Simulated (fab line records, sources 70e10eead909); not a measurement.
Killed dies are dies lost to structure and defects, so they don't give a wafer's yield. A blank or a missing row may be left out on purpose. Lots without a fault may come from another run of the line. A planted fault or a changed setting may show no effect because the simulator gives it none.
Which tool did it? | flow nand_harc | 7 lots, 21 wafers sampled, at 1 step of a route of 1302

WHAT THE GAUGES READ, wafer by wafer
NHARC_A_M1_INSPECT_11.
lot  | measured     | on                | raw_defect_count
L960 | day 23 08:59 | defect_inspect-02 | 163 157 126
L961 | day 24 02:38 | defect_inspect-01 | 106 119 98
L965 | day 26 06:40 | defect_inspect-01 | 69 79 63
L970 | day 28 01:53 | defect_inspect-01 | 74 64 69
L972 | day 28 20:37 | defect_inspect-01 | 197 138 148
L980 | day 32 00:17 | defect_inspect-02 | 81 84 88
L981 | day 32 18:45 | defect_inspect-02 | 67 72 72

WHICH TOOL RAN EACH LOT (tool, then ch and the chambers of the sampled wafers, then the start)
The record holds no process step before these readings.

THE ANSWER, worked out from the rows above alone
Rule: what is usual is taken from the lots themselves. Put in order of their means at a reading, lots are off if they are a third of the lots or fewer, leave a main group of 4 or more, and stand apart from it by a gap of 3 or more times the standard deviation of the main group's means; of several such gaps the widest counts. A main group whose means are all the same, to the digits that the tables above print for the reading, isn't used. A lot without any number at a reading at which 4 lots or more have one is off too. The other lots that the step has rows for count as sound.
No lot is off at any reading shown: from this, nothing can be told.

WHAT THE SIMULATOR HAD PUT IN
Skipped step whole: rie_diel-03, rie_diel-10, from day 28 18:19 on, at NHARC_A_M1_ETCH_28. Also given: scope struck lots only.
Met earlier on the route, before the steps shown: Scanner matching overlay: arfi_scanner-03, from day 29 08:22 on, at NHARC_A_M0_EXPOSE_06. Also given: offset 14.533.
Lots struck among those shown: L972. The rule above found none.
